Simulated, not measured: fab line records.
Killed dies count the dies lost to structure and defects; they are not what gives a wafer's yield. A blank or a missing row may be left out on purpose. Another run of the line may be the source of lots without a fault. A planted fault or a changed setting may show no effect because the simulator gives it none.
What tool caused it? | flow n5-finfet | Sampling: 24 lots, 72 wafers, 6 of 1938 route steps

== WHAT THE GAUGES SHOWED, per wafer ==
N5_BEOL_M3_CD_MEAS_28: target cd 25.7 nm, target cd y 23.3 nm.
lot  | measured     | on        | cd-nm (nm)
L074 | day 6 17:13  | cd-sem-02 | 25.75 25.90 25.65
L075 | day 7 06:10  | cd-sem-01 | 25.78 25.09 25.71
L076 | day 7 12:46  | cd-sem-01 | 25.46 25.54 25.77
L077 | day 7 13:44  | cd-sem-03 | 25.81 25.77 25.40
L078 | day 8 05:39  | cd-sem-01 | 25.10 26.05 25.49
L079 | day 8 08:42  | cd-sem-01 | 25.34 25.77 25.39
L080 | day 8 10:29  | cd-sem-03 | 25.59 25.56 25.76
L081 | day 8 17:09  | cd-sem-03 | 25.47 25.85 25.48
L082 | day 9 05:41  | cd-sem-03 | 25.62 25.40 25.37
L083 | day 9 14:26  | cd-sem-03 | 25.73 25.64 25.68
L084 | day 9 17:27  | cd-sem-01 | 25.46 25.69 25.61
L085 | day 9 18:32  | cd-sem-01 | 25.88 26.03 25.29
L086 | day 10 03:53 | cd-sem-01 | 25.93 26.07 25.95
L087 | day 10 04:04 | cd-sem-03 | 25.58 25.54 25.55
L088 | day 10 13:08 | cd-sem-02 | 25.63 25.57 26.01
L089 | day 10 17:13 | cd-sem-03 | 25.87 26.13 25.97
L090 | day 11 07:17 | cd-sem-03 | 25.78 25.61 25.67
L091 | day 11 14:43 | cd-sem-03 | 25.35 26.01 25.29
L092 | day 11 21:40 | cd-sem-01 | 25.73 25.32 25.46
L093 | day 11 23:00 | cd-sem-03 | 25.75 25.61 25.70
L094 | day 12 03:16 | cd-sem-03 | 25.75 25.90 25.87
L095 | day 12 05:37 | cd-sem-03 | 25.67 26.04 25.69
L097 | day 12 15:54 | cd-sem-01 | 25.95 25.87 25.41
L096 | day 13 00:19 | cd-sem-02 | 25.69 25.81 26.11

N5_BEOL_M3_INSPECT_59: inspects for defects (darkfield).
lot  | measured     | on                | raw-defect-count
L074 | day 7 01:40  | defect-inspect-02 | 70 72 58
L075 | day 7 13:26  | defect-inspect-02 | 73 82 62
L076 | day 8 00:48  | defect-inspect-02 | 46 68 50
L077 | day 8 00:14  | defect-inspect-02 | 93 102 89
L078 | day 8 14:53  | defect-inspect-02 | 44 54 38
L079 | day 8 21:16  | defect-inspect-02 | 92 58 80
L080 | day 8 18:50  | defect-inspect-02 | 86 91 95
L081 | day 9 03:53  | defect-inspect-02 | 54 100 106
L082 | day 9 11:39  | defect-inspect-01 | 109 72 81
L083 | day 10 02:49 | defect-inspect-02 | 48 70 116
L084 | day 10 04:04 | defect-inspect-02 | 85 60 84
L085 | day 10 06:08 | defect-inspect-01 | 59 71 100
L086 | day 10 09:08 | defect-inspect-02 | 109 83 121
L087 | day 10 11:06 | defect-inspect-01 | 95 57 76
L088 | day 10 19:26 | defect-inspect-01 | 85 52 59
L089 | day 11 10:08 | defect-inspect-02 | 77 64 90
L090 | day 11 12:53 | defect-inspect-02 | 105 80 53
L091 | day 11 20:59 | defect-inspect-01 | 51 73 53
L092 | day 12 05:20 | defect-inspect-01 | 100 83 87
L093 | day 12 13:11 | defect-inspect-01 | 70 120 71
L094 | day 13 02:38 | defect-inspect-02 | 100 84 59
L095 | day 12 15:49 | defect-inspect-01 | 62 85 61
L097 | day 13 02:22 | defect-inspect-02 | 58 50 78
L096 | day 13 10:22 | defect-inspect-02 | 54 45 62

== WHAT TOOL EACH LOT RAN ON (gives the tool, then ch and the chambers of the sampled wafers, and finally the start) ==
lot  | N5_BEOL_M3_DESCUM_33               | N5_BEOL_M3_ANNEAL_89         | N5_BEOL_M3_ANNEAL_95         | N5_BEOL_M3_PRE_CLEAN_60
L074 | rie-diel-06 ch 2,3, day 6 17:21    | pvd-sputter-01, day 6 23:31  | pvd-sputter-01, day 7 00:11  | cvd-co-02 ch 0,1,2, day 7 01:26
L075 | rie-diel-02 ch 2,3, day 7 06:17    | pvd-sputter-02, day 7 10:55  | pvd-sputter-02, day 7 11:35  | cvd-co-01 ch 0,1, day 7 13:11
L076 | rie-diel-02 ch 2,3, day 7 13:03    | pvd-sputter-01, day 7 22:51  | pvd-sputter-01, day 7 23:34  | cvd-co-01 ch 1,2, day 8 00:33
L077 | rie-diel-02 ch 0,2, day 7 13:51    | pvd-sputter-02, day 7 22:21  | pvd-sputter-02, day 7 23:01  | cvd-co-01 ch 0,1, day 7 23:59
L078 | rie-diel-01 ch 0,3, day 8 05:46    | pvd-sputter-03, day 8 12:52  | pvd-sputter-03, day 8 13:32  | cvd-co-01 ch 0,1,2, day 8 14:38
L079 | rie-diel-06 ch 2,3, day 8 09:07    | pvd-sputter-01, day 8 18:53  | pvd-sputter-01, day 8 19:32  | cvd-co-02 ch 1,2, day 8 21:01
L080 | rie-diel-01 ch 0,1,2, day 8 11:09  | pvd-sputter-01, day 8 16:56  | pvd-sputter-01, day 8 17:36  | cvd-co-02 ch 0,1, day 8 18:35
L081 | rie-diel-02 ch 0,3, day 8 17:16    | pvd-sputter-02, day 9 01:58  | pvd-sputter-02, day 9 02:38  | cvd-co-01 ch 0,1,2, day 9 03:37
L082 | rie-diel-06 ch 0,2, day 9 05:49    | pvd-sputter-03, day 9 09:45  | pvd-sputter-03, day 9 10:25  | cvd-co-02 ch 1,2, day 9 11:22
L083 | rie-diel-02 ch 0,2,3, day 9 14:40  | pvd-sputter-02, day 10 00:55 | pvd-sputter-02, day 10 01:35 | cvd-co-01 ch 0,1,2, day 10 02:32
L084 | rie-diel-06 ch 0,2,3, day 9 17:40  | pvd-sputter-03, day 10 02:05 | pvd-sputter-03, day 10 02:45 | cvd-co-01 ch 0,1,2, day 10 03:49
L085 | rie-diel-02 ch 0,2, day 9 18:39    | pvd-sputter-01, day 10 04:16 | pvd-sputter-01, day 10 04:56 | cvd-co-01 ch 0,1,2, day 10 05:53
L086 | rie-diel-06 ch 0,2, day 10 04:40   | pvd-sputter-01, day 10 07:16 | pvd-sputter-01, day 10 07:56 | cvd-co-01 ch 1,2, day 10 08:53
L087 | rie-diel-01 ch 0,2,3, day 10 04:45 | pvd-sputter-01, day 10 09:07 | pvd-sputter-01, day 10 09:46 | cvd-co-02 ch 0,1,2, day 10 10:49
L088 | rie-diel-02 ch 0,1,2, day 10 14:10 | pvd-sputter-01, day 10 17:34 | pvd-sputter-01, day 10 18:13 | cvd-co-01 ch 1,2, day 10 19:11
L089 | rie-diel-02 ch 1,3, day 10 17:20   | pvd-sputter-01, day 11 07:50 | pvd-sputter-01, day 11 08:29 | cvd-co-02 ch 1,2, day 11 09:52
L090 | rie-diel-02 ch 0,2,3, day 11 07:25 | pvd-sputter-03, day 11 10:51 | pvd-sputter-03, day 11 11:31 | cvd-co-01 ch 0,1, day 11 12:38
L091 | rie-diel-06 ch 0,1,3, day 11 14:50 | pvd-sputter-01, day 11 18:52 | pvd-sputter-01, day 11 19:32 | cvd-co-01 ch 0,1, day 11 20:44
L092 | rie-diel-06 ch 0,1,2, day 11 21:47 | pvd-sputter-02, day 12 03:14 | pvd-sputter-02, day 12 03:53 | cvd-co-01 ch 0,1,2, day 12 05:04
L093 | rie-diel-06 ch 0,1,2, day 11 23:07 | pvd-sputter-02, day 12 11:07 | pvd-sputter-02, day 12 11:46 | cvd-co-01 ch 1,2, day 12 12:56
L094 | rie-diel-01 ch 0,1,3, day 12 03:23 | pvd-sputter-01, day 12 12:38 | pvd-sputter-01, day 13 01:06 | cvd-co-01 ch 0,2, day 13 02:23
L095 | rie-diel-01 ch 0,2, day 12 05:44   | pvd-sputter-02, day 12 13:55 | pvd-sputter-02, day 12 14:35 | cvd-co-01 ch 0,1,2, day 12 15:34
L097 | rie-diel-01 ch 0,1,2, day 12 16:15 | pvd-sputter-02, day 13 00:15 | pvd-sputter-02, day 13 00:55 | cvd-co-02 ch 0,1,2, day 13 02:07
L096 | rie-diel-01 ch 0,2,3, day 13 00:26 | pvd-sputter-02, day 13 08:29 | pvd-sputter-02, day 13 09:08 | cvd-co-02 ch 0,1,2, day 13 10:06
- N5_BEOL_M3_DESCUM_33: chemistry O2, time 7 s.
- N5_BEOL_M3_ANNEAL_89: time 240 s.
- N5_BEOL_M3_ANNEAL_95: time 240 s.
- N5_BEOL_M3_PRE_CLEAN_60: time 15 s.

== WHAT THE TOOLS THEMSELVES READ (means of the sampled wafers that have a number; where no wafer has one, the mark that the record gives instead) ==
N5_BEOL_M3_DESCUM_33.
lot  | tool        | drypump-motor-current-A (A) | oes-product-au (a.u.) | rf-vpp-V (V) | showerhead-plenum-p-Torr (Torr) | temp-c (C) | throttle-valve-pct (%)
L074 | rie-diel-06 | 5.8                         | 0.82                  | 242.6        | 2.06                            | 40.09      | 20.18
L075 | rie-diel-02 | 5.7                         | 0.80                  | 243.4        | 2.13                            | 40.07      | 20.43
L076 | rie-diel-02 | 5.9                         | 0.89                  | 242.9        | 2.09                            | 40.14      | 20.43
L077 | rie-diel-02 | 6.0                         | 0.81                  | 242.1        | 2.07                            | 39.94      | 20.45
L078 | rie-diel-01 | 5.4                         | 0.78                  | 243.0        | 2.13                            | 40.09      | 20.46
L079 | rie-diel-06 | 5.8                         | 0.80                  | 242.4        | 2.05                            | 39.88      | 20.20
L080 | rie-diel-01 | 5.5                         | 0.77                  | 241.3        | 2.08                            | 39.85      | 20.31
L081 | rie-diel-02 | 5.7                         | 0.69                  | 243.6        | 2.13                            | 39.97      | 20.46
L082 | rie-diel-06 | 5.8                         | 0.86                  | 242.2        | 2.06                            | 39.95      | 20.20
L083 | rie-diel-02 | 5.8                         | 0.78                  | 243.3        | 2.09                            | 40.05      | 20.48
L084 | rie-diel-06 | 5.8                         | 0.82                  | 242.8        | 2.06                            | 39.99      | 20.22
L085 | rie-diel-02 | 6.0                         | 0.85                  | 242.2        | 2.06                            | 40.03      | 20.46
L086 | rie-diel-06 | 5.7                         | 0.85                  | 242.3        | 2.06                            | 40.05      | 20.22
L087 | rie-diel-01 | 5.1                         | 0.79                  | 243.1        | 2.08                            | 40.01      | 20.37
L088 | rie-diel-02 | 6.0                         | 0.86                  | 242.3        | 2.06                            | 39.97      | 20.40
L089 | rie-diel-02 | 5.7                         | 0.77                  | 243.6        | 2.12                            | 40.02      | 20.40
L090 | rie-diel-02 | 5.8                         | 0.77                  | 243.4        | 2.09                            | 39.98      | 20.48
L091 | rie-diel-06 | 6.1                         | 0.86                  | 242.8        | 2.09                            | 39.98      | 20.29
L092 | rie-diel-06 | 6.0                         | 0.80                  | 242.6        | 2.10                            | 39.97      | 20.30
L093 | rie-diel-06 | 6.0                         | 0.80                  | 243.4        | 2.10                            | 39.89      | 20.29
L094 | rie-diel-01 | 5.4                         | 0.75                  | 243.2        | 2.06                            | 40.09      | 20.34
L095 | rie-diel-01 | 5.5                         | 0.75                  | 242.9        | 2.12                            | 40.09      | 20.51
L097 | rie-diel-01 | 5.5                         | 0.74                  | 242.6        | 2.07                            | 39.95      | 20.37
L096 | rie-diel-01 | 5.1                         | 0.76                  | 243.1        | 2.07                            | 40.07      | 20.41

N5_BEOL_M3_ANNEAL_89.
lot  | tool           | heater-power-w (W)
L074 | pvd-sputter-01 | 853
L075 | pvd-sputter-02 | 883
L076 | pvd-sputter-01 | 847
L077 | pvd-sputter-02 | 914
L078 | pvd-sputter-03 | 822
L079 | pvd-sputter-01 | 846
L080 | pvd-sputter-01 | 858
L081 | pvd-sputter-02 | 934
L082 | pvd-sputter-03 | 828
L083 | pvd-sputter-02 | 908
L084 | pvd-sputter-03 | 810
L085 | pvd-sputter-01 | 847
L086 | pvd-sputter-01 | 851
L087 | pvd-sputter-01 | 854
L088 | pvd-sputter-01 | 849
L089 | pvd-sputter-01 | 877
L090 | pvd-sputter-03 | 881
L091 | pvd-sputter-01 | 856
L092 | pvd-sputter-02 | 873
L093 | pvd-sputter-02 | 883
L094 | pvd-sputter-01 | 869
L095 | pvd-sputter-02 | 951
L097 | pvd-sputter-02 | 837
L096 | pvd-sputter-02 | 875

N5_BEOL_M3_ANNEAL_95.
lot  | tool           | heater-power-w (W)
L074 | pvd-sputter-01 | 842
L075 | pvd-sputter-02 | 874
L076 | pvd-sputter-01 | 849
L077 | pvd-sputter-02 | 919
L078 | pvd-sputter-03 | 826
L079 | pvd-sputter-01 | 859
L080 | pvd-sputter-01 | 859
L081 | pvd-sputter-02 | 945
L082 | pvd-sputter-03 | 825
L083 | pvd-sputter-02 | 926
L084 | pvd-sputter-03 | 825
L085 | pvd-sputter-01 | 841
L086 | pvd-sputter-01 | 866
L087 | pvd-sputter-01 | 858
L088 | pvd-sputter-01 | 851
L089 | pvd-sputter-01 | 876
L090 | pvd-sputter-03 | 866
L091 | pvd-sputter-01 | 860
L092 | pvd-sputter-02 | 871
L093 | pvd-sputter-02 | 883
L094 | pvd-sputter-01 | 869
L095 | pvd-sputter-02 | 928
L097 | pvd-sputter-02 | 839
L096 | pvd-sputter-02 | 890

N5_BEOL_M3_PRE_CLEAN_60.
lot  | tool      | heater-power-w (W)
L074 | cvd-co-02 | 82
L075 | cvd-co-01 | 96
L076 | cvd-co-01 | 87
L077 | cvd-co-01 | 98
L078 | cvd-co-01 | 88
L079 | cvd-co-02 | 68
L080 | cvd-co-02 | 97
L081 | cvd-co-01 | 86
L082 | cvd-co-02 | 66
L083 | cvd-co-01 | 88
L084 | cvd-co-01 | 86
L085 | cvd-co-01 | 87
L086 | cvd-co-01 | 89
L087 | cvd-co-02 | 83
L088 | cvd-co-01 | 102
L089 | cvd-co-02 | 67
L090 | cvd-co-01 | 98
L091 | cvd-co-01 | 100
L092 | cvd-co-01 | 88
L093 | cvd-co-01 | 89
L094 | cvd-co-01 | 74
L095 | cvd-co-01 | 87
L097 | cvd-co-02 | 84
L096 | cvd-co-02 | 83

== THE ANSWER, worked out from the rows above alone ==
Rule: what is usual is taken from the lots themselves. Put in order of their means at a reading, lots are off if they are a third of the lots or fewer, leave a main group of 4 or more, and stand apart from it by a gap of 3 or more times the standard deviation of the main group's means; of several such gaps the widest counts. If all means in a main group match to the digits the tables above print for the reading, that group is not used. Also off: a lot with no number at a reading for which 4 or more lots have one. All remaining lots with rows at the step are treated as sound. After the gauges, taken in route order, come the tools' own readings; for these a lot's mean is taken, as printed above. At the first step where some lot is off, the reading lying furthest off is the one used; lots without a number count as furthest.
None of the lots is off at any reading shown; this tells nothing.

== WHAT THE SIMULATOR HAD INSERTED ==
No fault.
